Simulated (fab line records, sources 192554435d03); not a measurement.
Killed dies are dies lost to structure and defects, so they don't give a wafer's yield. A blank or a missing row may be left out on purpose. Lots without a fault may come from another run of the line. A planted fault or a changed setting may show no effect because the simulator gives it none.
fab line records | flow n5_finfet
record lots=24 wafers=72 last_day=19
route steps=1938 shown BEOL_M11@1551 BEOL_M12@1622 BEOL_M13@1669
lots that met no fault: from a run of the same line without faults
start_h: hours from the record's first day to the start of the lot's first wafer shown | wait_h: hours since the lot's step before | " the same as in the row above | L1.1+2: a row that stands for several wafers | - no value, or no start given | * or withheld: withheld | < > ~ a bound
route shown NAME@n: a module of which the file shows steps, and the number in the route of the first | usual: mean/standard deviation of fault-free wafers | same: alike in all rows | chamber/n: place in a boat | sites: the reading at each site | _std_site: their standard deviation | _edge_site: outer sites' mean less inner sites' | radius_mm: how far each site lies from the wafer's centre | mask NAME#n: copy n | behind: the tool/chamber that last shaped the wafer | hold: why the lot was held/for how many hours/how that ended | device: the transistor (n, p or np) that didn't switch | end of line: the same wafers' tests at the end of the route | a step without rows: its recipe alone | killed: dies lost to structure and defects at the first sort, not the wafer's yield | map: a wafer's dies, x killed, . not, _ none there
set.NAME: the setting as run; set.NAME@STEP: as run at that earlier step | model.NAME: the simulator's own value behind a step, which no gauge read
steps of the route over a sample of lots; a table a step, a row a wafer
services: from which hour (start_h, from the record's first day; less than 0 if before it) a tool's chamber was out of use, for how many hours, and why
## steps
# step N5_BEOL_M11_INSPECT_13
# recipe mode=adi inspect_instrument=brightfield
# usual raw_defect_count=400/100
# columns lot.wafer tool chamber start_h wait_h raw_defect_count
L074.2 defect_inspect-01 - 254.11 0.0 293
L074.3 " - " " 345
L074.5 " - " " 354
L075.2 defect_inspect-02 - 262.88 0.0 428
L075.4 " - " " 627
L075.6 " - " " 417
L077.2 defect_inspect-02 - 269.36 0.0 403
L077.4 " - " " 493
L077.6 " - " " 835
L076.1 defect_inspect-02 - 286.14 0.0 389
L076.2 " - " " 508
L076.5 " - " " 367
L078.2 defect_inspect-01 - 286.37 0.0 347
L078.3 " - " " 399
L078.5 " - " " 269
L079.1 defect_inspect-02 - 292.37 0.0 517
L079.2 " - " " 536
L079.4 " - " " 440
L080.3 defect_inspect-01 - 292.54 0.0 427
L080.5 " - " " 553
L080.6 " - " " 283
L081.2 defect_inspect-02 - 302.16 0.0 489
L081.3 " - " " 597
L081.5 " - " " 433
L082.1 defect_inspect-01 - 312.19 0.0 452
L082.3 " - " " 365
L082.4 " - " " 338
L083.1 defect_inspect-01 - 313.45 0.0 463
L083.3 " - " " 365
L083.5 " - " " 457
L084.2 defect_inspect-01 - 320.00 0.0 250
L084.4 " - " " 259
L084.6 " - " " 307
L086.1 defect_inspect-01 - 320.89 0.0 284
L086.3 " - " " 328
L086.4 " - " " 280
L085.1 defect_inspect-01 - 332.34 0.0 448
L085.4 " - " " 264
L085.5 " - " " 293
L087.1 defect_inspect-01 - 335.38 0.0 280
L087.2 " - " " 403
L087.5 " - " " 358
L088.2 defect_inspect-02 - 341.80 0.0 356
L088.3 " - " " 510
L088.5 " - " " 472
L089.2 defect_inspect-02 - 341.96 0.0 466
L089.3 " - " " 494
L089.4 " - " " 476
L090.1 defect_inspect-02 - 348.95 0.0 402
L090.3 " - " " 378
L090.6 " - " " 339
L092.1 defect_inspect-02 - 363.83 0.0 308
L092.5 " - " " 464
L092.6 " - " " 289
L091.2 defect_inspect-02 - 364.00 0.0 394
L091.5 " - " " 487
L091.6 " - " " 489
L093.2 defect_inspect-02 - 369.05 0.0 351
L093.4 " - " " 379
L093.6 " - " " 355
L094.2 defect_inspect-02 - 372.98 0.0 385
L094.5 " - " " 410
L094.6 " - " " 473
L095.2 defect_inspect-01 - 379.79 0.0 280
L095.5 " - " " 264
L095.6 " - " " 285
L096.1 defect_inspect-01 - 399.20 0.0 419
L096.3 " - " " 325
L096.4 " - " " 360
L097.2 defect_inspect-02 - 404.63 0.0 296
L097.3 " - " " 334
L097.5 " - " " 303
# step N5_BEOL_M11_STRIP_77
# recipe chemistry=N2/H2 time_s=10 power_w=450 temp_c=40 pressure_mtorr=20 rf_frequency_hz=6e+07 bias_power_w=7 n2_flow_sccm=200 h2_flow_sccm=200
# usual drypump_motor_current_A=5.8/0.54 oes_product_au=0.80/0.069 rf_vpp_V=59.2/0.88 showerhead_plenum_p_Torr=2.56/0.091 throttle_valve_pct=23.70/0.21
# columns lot.wafer tool chamber start_h wait_h drypump_motor_current_A oes_product_au rf_hours_counter_h rf_vpp_V showerhead_plenum_p_Torr throttle_valve_pct
L074.2 rie_diel-04 1 - - 5.9 0.74 167 59.5 2.64 23.72
L074.3 " 0 " " 5.3 0.90 36 59.9 2.70 23.39
L074.5 " 0 " " 5.3 0.90 - 59.4 2.70 23.40
L075.2 rie_diel-04 1 - - 5.9 0.74 170 58.8 2.64 23.73
L075.4 " 3 " " 5.9 0.86 52 59.0 2.57 23.53
L075.6 " 1 " " 5.9 0.74 - 59.3 2.64 23.73
L077.2 rie_diel-04 3 - - 5.8 0.86 54 59.2 2.57 23.54
L077.4 " 1 " " 5.9 0.75 173 61.0 2.64 23.74
L077.6 " 1 " " 5.9 0.75 - 60.6 2.64 23.74
L076.1 rie_diel-01 0 - - 5.5 0.79 105 58.7 2.56 23.53
L076.2 " 3 " " 5.4 0.87 35 58.7 2.48 23.32
L076.5 " 1 " " 6.8 0.78 - 59.0 2.55 23.68
L078.2 rie_diel-06 2 - - 6.6 0.88 40 58.7 2.58 23.85
L078.3 " 3 " " 5.1 0.69 236 57.8 2.40 24.08
L078.5 " 2 " " 6.6 0.87 - 59.8 2.58 23.85
L079.1 rie_diel-06 3 - - 5.1 0.69 238 58.8 2.40 24.08
L079.2 " 2 " " 6.6 0.88 42 59.9 2.58 23.87
L079.4 " 0 " " 6.3 0.85 62 59.8 2.58 23.64
L080.3 rie_diel-04 1 - - 5.9 0.75 179 57.8 2.64 23.75
L080.5 " 2 " " 6.2 0.75 - 57.5 2.43 24.06
L080.6 " 3 " " 5.9 0.86 - 58.5 2.57 23.55
L081.2 rie_diel-01 0 - - 5.5 0.80 110 58.2 2.56 23.54
L081.3 " 3 " " 5.4 0.84 39 59.5 2.47 23.33
L081.5 " 2 " " 4.9 0.72 - 59.5 2.42 23.71
L082.1 rie_diel-04 2 - - 6.2 0.73 169 58.9 2.43 24.06
L082.3 " 0 " " 5.4 0.88 54 60.3 2.69 23.42
L082.4 " 1 " " 5.9 0.74 185 59.4 2.63 23.75
L083.1 rie_diel-06 1 - - 4.9 0.71 238 59.9 2.50 23.68
L083.3 " 2 " " 6.6 0.86 48 61.1 2.58 23.85
L083.5 " 0 " " 6.2 0.84 - 58.1 2.58 23.66
L086.1 rie_diel-01 2 - - 4.9 0.73 187 59.6 2.42 23.71
L086.3 " 0 " " 5.4 0.79 115 60.2 2.56 23.55
L086.4 " 1 " " 6.9 0.78 125 59.9 2.55 23.68
L084.2 rie_diel-04 1 - - 5.9 0.74 187 59.3 2.63 23.77
L084.4 " 2 " " 6.2 0.74 171 58.6 2.43 24.07
L084.6 " 0 " " 5.4 0.87 - 59.4 2.69 23.43
L085.1 rie_diel-06 1 - - 4.9 0.69 245 60.3 2.50 23.66
L085.4 " 0 " " 6.3 0.83 - 59.8 2.58 23.66
L085.5 " 1 " " 4.9 0.70 - 58.8 2.50 23.68
L087.1 rie_diel-04 2 - - 6.2 0.73 176 57.9 2.42 24.09
L087.2 " 1 " " 5.9 0.73 192 59.9 2.63 23.76
L087.5 " 3 " " 5.9 0.83 - 59.1 2.56 23.57
L088.2 rie_diel-06 0 - - 6.3 0.83 78 58.8 2.58 23.67
L088.3 " 1 " " 5.0 0.70 248 58.8 2.50 23.67
L088.5 " 0 " " 6.3 0.83 - 59.3 2.57 23.67
L089.2 rie_diel-01 2 - - 4.9 0.72 194 58.9 2.42 23.71
L089.3 " 1 " " 6.8 0.76 132 59.6 2.55 23.72
L089.4 " 3 " " 5.4 0.83 52 58.5 2.47 23.35
L090.1 rie_diel-04 0 - - 5.4 0.86 64 59.3 2.69 23.44
L090.3 " 1 " " 5.9 0.73 197 59.2 2.63 23.75
L090.6 " 2 " " 6.2 0.73 - 57.7 2.42 24.08
L092.1 rie_diel-06 0 - - 6.2 0.82 88 60.0 2.57 23.68
L092.5 " 0 " " 6.2 0.83 - 60.3 2.57 23.69
L092.6 " 3 " " 5.1 0.97 - 59.6 2.71 23.78
L091.2 rie_diel-04 2 - - 6.2 0.73 185 58.9 2.42 24.08
L091.5 " 0 " " 5.3 0.86 - 59.6 2.69 23.44
L091.6 " 1 " " 5.9 0.74 - 61.4 2.63 23.78
L093.2 rie_diel-04 3 - - 5.9 0.83 81 59.0 2.56 23.57
L093.4 " 1 " " 5.9 0.72 202 59.3 2.63 23.78
L093.6 " 1 " " 5.9 0.73 - 60.3 2.63 23.78
L094.2 rie_diel-04 2 - - 6.2 0.72 187 57.6 2.42 24.10
L094.5 " 2 " " 6.2 0.71 - 57.9 2.42 24.07
L094.6 " 1 " " 5.9 0.72 - 60.5 2.63 23.77
L095.2 rie_diel-04 0 - - 5.4 0.86 73 59.9 2.68 23.46
L095.5 " 2 " " 6.2 0.72 - 59.4 2.42 24.08
L095.6 " 3 " " 5.9 0.83 - 59.4 2.56 23.59
L096.1 rie_diel-06 1 - - 5.0 0.96 9 58.3 2.49 23.34
L096.3 " 2 " " 6.6 0.82 80 57.4 2.57 23.91
L096.4 " 3 " " 5.1 0.93 16 59.1 2.71 23.78
L097.2 rie_diel-01 0 - - 5.5 0.77 139 59.5 2.55 23.58
L097.3 " 3 " " 5.3 0.82 69 58.8 2.46 23.37
L097.5 " 0 " " 5.4 0.76 - 59.7 2.55 23.59
# step N5_BEOL_M11_INSPECT_58
# recipe inspect_instrument=darkfield mode=post_dep
# usual raw_defect_count=69/22
# columns lot.wafer tool chamber start_h wait_h raw_defect_count
L074.2 defect_inspect-02 - 258.79 0.0 59
L074.3 " - " " 79
L074.5 " - " " 55
L075.2 defect_inspect-02 - 269.95 0.0 99
L075.4 " - " " 99
L075.6 " - " " 78
L077.2 defect_inspect-02 - 277.30 0.0 95
L077.4 " - " " 90
L077.6 " - " " 89
L076.1 defect_inspect-01 - 291.19 0.0 63
L076.2 " - " " 51
L076.5 " - " " 64
L078.2 defect_inspect-01 - 293.20 0.0 69
L078.3 " - " " 57
L078.5 " - " " 64
L079.1 defect_inspect-01 - 298.38 0.0 63
L079.2 " - " " 73
L079.4 " - " " 52
L080.3 defect_inspect-02 - 299.33 0.0 58
L080.5 " - " " 74
L080.6 " - " " 87
L081.2 defect_inspect-02 - 309.92 0.0 44
L081.3 " - " " 78
L081.5 " - " " 58
L082.1 defect_inspect-01 - 319.96 0.0 69
L082.3 " - " " 69
L082.4 " - " " 57
L083.1 defect_inspect-02 - 320.96 0.0 116
L083.3 " - " " 110
L083.5 " - " " 91
L086.1 defect_inspect-02 - 325.49 0.0 88
L086.3 " - " " 123
L086.4 " - " " 105
L084.2 defect_inspect-01 - 325.76 0.0 35
L084.4 " - " " 71
L084.6 " - " " 44
L085.1 defect_inspect-01 - 338.94 0.0 61
L085.4 " - " " 90
L085.5 " - " " 45
L087.1 defect_inspect-01 - 340.45 0.0 53
L087.2 " - " " 56
L087.5 " - " " 87
L088.2 defect_inspect-01 - 347.36 0.0 49
L088.3 " - " " 71
L088.5 " - " " 110
L089.2 defect_inspect-02 - 347.39 0.0 63
L089.3 " - " " 43
L089.4 " - " " 38
L090.1 defect_inspect-02 - 354.64 0.0 79
L090.3 " - " " 59
L090.6 " - " " 89
L092.1 defect_inspect-02 - 371.06 0.0 101
L092.5 " - " " 49
L092.6 " - " " 90
L091.2 defect_inspect-01 - 373.74 0.0 34
L091.5 " - " " 48
L091.6 " - " " 66
L093.2 defect_inspect-01 - 374.39 0.0 57
L093.4 " - " " 85
L093.6 " - " " 110
L094.2 defect_inspect-01 - 377.88 0.0 88
L094.5 " - " " 73
L094.6 " - " " 73
L095.2 defect_inspect-01 - 384.92 0.0 20
L095.5 " - " " 56
L095.6 " - " " 47
L096.1 defect_inspect-01 - 405.36 0.0 39
L096.3 " - " " 28
L096.4 " - " " 57
L097.2 defect_inspect-02 - 409.40 0.0 61
L097.3 " - " " 62
L097.5 " - " " 53
# step N5_BEOL_M12_CD_MEAS_17
# recipe target_cd_nm=140 polarity=opening
# usual cd_nm=140.2/1.7
# columns lot.wafer tool chamber start_h wait_h cd_nm
L074.2 cd_sem-03 - 260.04 0.0 141.3
L074.3 " - " " 141.6
L074.5 " - " " 141.8
L075.2 cd_sem-02 - 271.13 0.0 139.7
L075.4 " - " " 139.8
L075.6 " - " " 139.1
L077.2 cd_sem-02 - 278.49 0.0 138.2
L077.4 " - " " 134.7
L077.6 " - " " 138.3
L076.1 cd_sem-01 - 292.24 0.0 138.0
L076.2 " - " " 139.8
L076.5 " - " " 138.8
L078.2 cd_sem-02 - 294.25 0.0 139.8
L078.3 " - " " 138.1
L078.5 " - " " 137.9
L079.1 cd_sem-01 - 299.45 0.0 138.4
L079.2 " - " " 140.2
L079.4 " - " " 139.0
L080.3 cd_sem-03 - 300.38 0.0 138.0
L080.5 " - " " 136.6
L080.6 " - " " 138.0
L081.2 cd_sem-03 - 311.16 0.0 142.1
L081.3 " - " " 137.3
L081.5 " - " " 138.1
L082.1 cd_sem-01 - 321.14 0.0 139.5
L082.3 " - " " 139.5
L082.4 " - " " 140.6
L083.1 cd_sem-03 - 322.01 0.0 140.7
L083.3 " - " " 140.4
L083.5 " - " " 140.2
L086.1 cd_sem-01 - 327.42 0.0 141.0
L086.3 " - " " 140.0
L086.4 " - " " 141.0
L084.2 cd_sem-01 - 327.67 0.0 139.3
L084.4 " - " " 141.3
L084.6 " - " " 142.7
L085.1 cd_sem-02 - 340.51 0.0 140.4
L085.4 " - " " 141.2
L085.5 " - " " 141.5
L087.1 cd_sem-02 - 341.73 0.0 140.1
L087.2 " - " " 142.5
L087.5 " - " " 142.2
L088.2 cd_sem-01 - 348.55 0.0 140.9
L088.3 " - " " 140.4
L088.5 " - " " 140.2
L089.2 cd_sem-02 - 348.73 0.0 140.0
L089.3 " - " " 141.1
L089.4 " - " " 141.1
L090.1 cd_sem-02 - 356.01 0.0 139.8
L090.3 " - " " 141.3
L090.6 " - " " 139.7
L092.1 cd_sem-02 - 372.12 0.0 139.6
L092.5 " - " " 140.4
L092.6 " - " " 139.8
L091.2 cd_sem-01 - 374.84 0.0 141.5
L091.5 " - " " 144.9
L091.6 " - " " 142.2
L093.2 cd_sem-03 - 375.48 0.0 139.6
L093.4 " - " " 141.1
L093.6 " - " " 138.9
L094.2 cd_sem-01 - 378.94 0.0 140.1
L094.5 " - " " 140.1
L094.6 " - " " 136.3
L095.2 cd_sem-03 - 385.97 0.0 139.3
L095.5 " - " " 139.0
L095.6 " - " " 139.5
L096.1 cd_sem-01 - 406.99 0.0 141.8
L096.3 " - " " 140.1
L096.4 " - " " 142.6
L097.2 cd_sem-02 - 410.63 0.0 142.7
L097.3 " - " " 142.9
L097.5 " - " " 143.9
# step N5_BEOL_M13_CD_MEAS_10
# recipe target_cd_nm=190 landing_energy_ev=500 detector=se_inlens polarity=opening
# usual cd_nm=190.6/1.1
# columns lot.wafer tool chamber start_h wait_h cd_nm
L074.2 cd_sem-01 0 264.56 - 190.1
L074.3 " 0 " " 189.3
L074.5 " 0 " " 190.9
L075.2 cd_sem-03 0 276.29 - 189.8
L075.4 " 0 " " 190.2
L075.6 " 0 " " 190.2
L077.2 cd_sem-02 0 283.12 - 191.4
L077.4 " 0 " " 191.3
L077.6 " 0 " " 191.9
L076.1 cd_sem-01 0 296.98 - 191.8
L076.2 " 0 " " 192.9
L076.5 " 0 " " 193.4
L078.2 cd_sem-01 0 297.83 - 190.8
L078.3 " 0 " " 191.2
L078.5 " 0 " " 190.4
L079.1 cd_sem-01 0 304.85 - 189.2
L079.2 " 0 " " 190.3
L079.4 " 0 " " 190.1
L080.3 cd_sem-03 0 306.95 - 190.4
L080.5 " 0 " " 189.9
L080.6 " 0 " " 189.1
L081.2 cd_sem-01 0 316.20 - 190.0
L081.3 " 0 " " 190.3
L081.5 " 0 " " 190.2
L082.1 cd_sem-01 0 326.51 - 188.8
L082.3 " 0 " " 189.2
L082.4 " 0 " " 189.2
L083.1 cd_sem-01 0 330.08 - 192.9
L083.3 " 0 " " 192.1
L083.5 " 0 " " 193.4
L086.1 cd_sem-02 0 330.88 - 190.8
L086.3 " 0 " " 189.4
L086.4 " 0 " " 190.1
L084.2 cd_sem-02 0 334.05 - 190.1
L084.4 " 0 " " 191.0
L084.6 " 0 " " 190.3
L085.1 cd_sem-03 0 345.83 - 190.9
L085.4 " 0 " " 190.2
L085.5 " 0 " " 190.7
L087.1 cd_sem-02 0 348.44 - 190.7
L087.2 " 0 " " 191.0
L087.5 " 0 " " 190.0
L088.2 cd_sem-02 0 354.87 - 190.7
L088.3 " 0 " " 191.2
L088.5 " 0 " " 190.4
L089.2 cd_sem-01 0 355.04 - 191.1
L089.3 " 0 " " 191.6
L089.4 " 0 " " 190.7
L090.1 cd_sem-03 0 366.63 - 192.4
L090.3 " 0 " " 193.1
L090.6 " 0 " " 192.2
L092.1 cd_sem-03 0 378.77 - 190.4
L092.5 " 0 " " 190.0
L092.6 " 0 " " 190.5
L091.2 cd_sem-02 0 379.05 - 190.8
L091.5 " 0 " " 191.7
L091.6 " 0 " " 191.0
L093.2 cd_sem-01 0 379.34 - 190.4
L093.4 " 0 " " 189.5
L093.6 " 0 " " 189.8
L094.2 cd_sem-02 0 382.17 - 189.3
L094.5 " 0 " " 189.5
L094.6 " 0 " " 188.6
L095.2 cd_sem-03 0 392.08 - 191.5
L095.5 " 0 " " 191.4
L095.6 " 0 " " 190.2
L096.1 cd_sem-03 0 410.55 - 191.5
L096.3 " 0 " " 190.7
L096.4 " 0 " " 191.8
L097.2 cd_sem-01 0 414.02 - 189.9
L097.3 " 0 " " 190.0
L097.5 " 0 " " 188.7
# step N5_BEOL_M13_DESCUM_15
# recipe chemistry=O2 time_s=7.9 source_power_w=50 bias_power_w=20 pressure_mtorr=20 rf_frequency_hz=2.712e+07 temp_c=40 o2_flow_sccm=225
# usual drypump_motor_current_A=5.7/0.65 oes_product_au=0.80/0.073 rf_vpp_V=243.1/1.4 showerhead_plenum_p_Torr=2.09/0.068 throttle_valve_pct=20.40/0.18
# columns lot.wafer tool chamber start_h wait_h drypump_motor_current_A oes_product_au rf_hours_counter_h rf_vpp_V showerhead_plenum_p_Torr throttle_valve_pct
L074.2 rie_diel-06 0 264.65 0.0 6.3 0.87 52 244.7 2.13 20.21
L074.3 " 1 " " 4.9 0.71 227 244.0 2.07 20.56
L074.5 " 1 " " 4.9 0.72 - 242.4 2.07 20.55
L075.2 rie_diel-01 1 276.38 0.0 6.8 0.78 111 243.4 2.11 20.38
L075.4 " 2 " " 4.9 0.74 173 242.1 2.00 20.45
L075.6 " 1 " " 6.8 0.78 - 243.2 2.11 20.40
L077.2 rie_diel-01 3 283.21 0.0 5.4 0.87 33 242.0 2.05 20.09
L077.4 " 1 " " 6.8 0.78 113 242.1 2.11 20.38
L077.6 " 0 " " 5.5 0.80 - 243.0 2.11 20.29
L076.1 rie_diel-06 1 297.07 0.0 5.0 0.71 233 243.1 2.07 20.59
L076.2 " 0 " " 6.3 0.85 62 243.0 2.12 20.22
L076.5 " 2 " " 6.6 0.87 - 243.9 2.12 20.41
L078.2 rie_diel-06 1 298.13 0.2 4.9 0.72 234 242.0 2.07 20.57
L078.3 " 3 " " 5.1 0.69 239 241.4 1.98 20.84
L078.5 " 1 " " 4.9 0.71 - 243.5 2.07 20.58
L079.1 rie_diel-01 2 304.97 0.0 4.9 0.73 181 242.8 2.00 20.45
L079.2 " 0 " " 5.5 0.80 109 244.2 2.11 20.32
L079.4 " 1 " " 6.7 0.77 119 243.3 2.11 20.40
L080.3 rie_diel-01 2 307.15 0.1 4.9 0.72 182 240.2 1.99 20.45
L080.5 " 2 " " 4.9 0.73 - 242.0 1.99 20.45
L080.6 " 3 " " 5.4 0.86 - 242.8 2.04 20.10
L081.2 rie_diel-04 2 316.63 0.4 6.2 0.73 169 241.1 2.02 20.69
L081.3 " 3 " " 5.8 0.85 66 244.4 2.13 20.35
L081.5 " 3 " " 5.9 0.84 - 244.5 2.13 20.35
L082.1 rie_diel-04 1 326.60 0.0 5.9 0.74 188 245.0 2.16 20.54
L082.3 " 0 " " 5.3 0.88 56 245.6 2.22 20.29
L082.4 " 3 " " 5.8 0.85 68 242.8 2.13 20.34
L083.1 rie_diel-06 1 330.17 0.0 4.9 0.70 243 243.5 2.07 20.60
L083.3 " 2 " " 6.6 0.87 52 242.3 2.12 20.42
L083.5 " 3 " " 5.1 0.68 - 242.1 1.97 20.86
L086.1 rie_diel-01 3 330.97 0.0 5.3 0.85 47 242.2 2.04 20.11
L086.3 " 2 " " 4.9 0.73 189 241.6 1.99 20.47
L086.4 " 1 " " 6.7 0.76 127 243.9 2.11 20.43
L084.2 rie_diel-01 2 334.14 0.0 4.9 0.71 191 240.7 1.99 20.48
L084.4 " 1 " " 6.8 0.77 129 243.6 2.11 20.43
L084.6 " 2 " " 4.9 0.72 - 242.1 1.99 20.47
L085.1 rie_diel-06 2 346.04 0.1 6.6 0.86 59 244.1 2.12 20.45
L085.4 " 2 " " 6.6 0.86 - 244.0 2.12 20.46
L085.5 " 1 " " 4.9 0.70 - 242.8 2.07 20.59
L087.1 rie_diel-04 2 348.85 0.3 6.2 0.73 180 239.5 2.01 20.73
L087.2 " 1 " " 5.9 0.73 196 243.8 2.16 20.55
L087.5 " 2 " " 6.2 0.72 - 240.8 2.01 20.70
L088.2 rie_diel-06 3 354.96 0.0 5.1 1.02 0 245.8 2.23 20.47
L088.3 " 2 " " 6.6 0.85 63 243.5 2.12 20.45
L088.5 " 2 " " 6.6 0.85 - 244.9 2.12 20.43
L089.2 rie_diel-01 0 355.12 0.0 5.4 0.78 124 244.2 2.10 20.32
L089.3 " 1 " " 6.7 0.76 135 243.5 2.10 20.43
L089.4 " 2 " " 4.9 0.71 197 242.3 1.99 20.48
L090.1 rie_diel-01 3 366.72 0.0 5.4 0.83 57 242.8 2.04 20.13
L090.3 " 0 " " 5.4 0.78 127 242.6 2.10 20.34
L090.6 " 3 " " 5.4 0.83 - 242.7 2.04 20.12
L092.1 rie_diel-04 1 378.94 0.1 5.9 0.72 205 244.4 2.16 20.56
L092.5 " 0 " " 5.3 0.85 - 244.4 2.22 20.31
L092.6 " 1 " " 5.9 0.73 - 245.2 2.16 20.55
L091.2 rie_diel-01 3 379.56 0.4 5.4 0.82 61 242.8 2.04 20.13
L091.5 " 0 " " 5.5 0.77 - 243.1 2.10 20.35
L091.6 " 1 " " 6.8 0.76 - 243.2 2.10 20.45
L093.2 rie_diel-06 0 379.64 0.3 6.2 0.81 93 243.9 2.11 20.28
L093.4 " 2 " " 6.6 0.83 72 243.0 2.11 20.47
L093.6 " 2 " " 6.6 0.82 - 243.9 2.11 20.47
L094.2 rie_diel-01 0 382.72 0.5 5.4 0.77 133 243.4 2.10 20.35
L094.5 " 0 " " 5.4 0.77 - 242.5 2.10 20.34
L094.6 " 3 " " 5.4 0.82 - 242.9 2.04 20.11
L095.2 rie_diel-06 2 392.17 0.0 6.6 0.83 77 244.0 2.11 20.51
L095.5 " 3 " " 5.1 0.95 - 245.0 2.23 20.49
L095.6 " 0 " " 6.2 0.80 - 243.1 2.11 20.27
L096.1 rie_diel-04 3 411.09 0.5 5.9 0.82 93 242.8 2.12 20.39
L096.3 " 0 " " 5.4 0.84 80 243.7 2.21 20.32
L096.4 " 1 " " 5.9 0.72 214 245.1 2.16 20.58
L097.2 rie_diel-06 3 414.11 0.0 5.1 0.93 20 244.8 2.23 20.50
L097.3 " 2 " " 6.6 0.83 84 242.5 2.11 20.48
L097.5 " 0 " " 6.2 0.81 - 242.9 2.11 20.28
## services
# columns tool chamber start_h hours kind
rie_diel-01 2 247.70 9.1 repair
rie_diel-04 2 255.92 2.1 repair
rie_diel-01 3 261.33 9.2 repair
rie_diel-01 - 326.60 0.4 repair
rie_diel-06 3 333.41 3.6 repair
rie_diel-06 3 337.04 - clean
rie_diel-06 3 337.04 - consumable_replace:focus_ring
rie_diel-06 3 337.04 - consumable_replace:showerhead
rie_diel-06 3 337.04 15.9 scheduled_down
rie_diel-06 3 337.04 15.9 vent_cycle
rie_diel-01 - 344.99 2.8 pm
rie_diel-06 1 353.26 - clean
rie_diel-06 1 353.26 - consumable_replace:focus_ring
rie_diel-06 1 353.26 20.5 scheduled_down
rie_diel-06 1 353.26 20.5 vent_cycle
rie_diel-01 1 375.05 1.9 repair
rie_diel-06 3 387.37 2.9 repair
## key
fault none
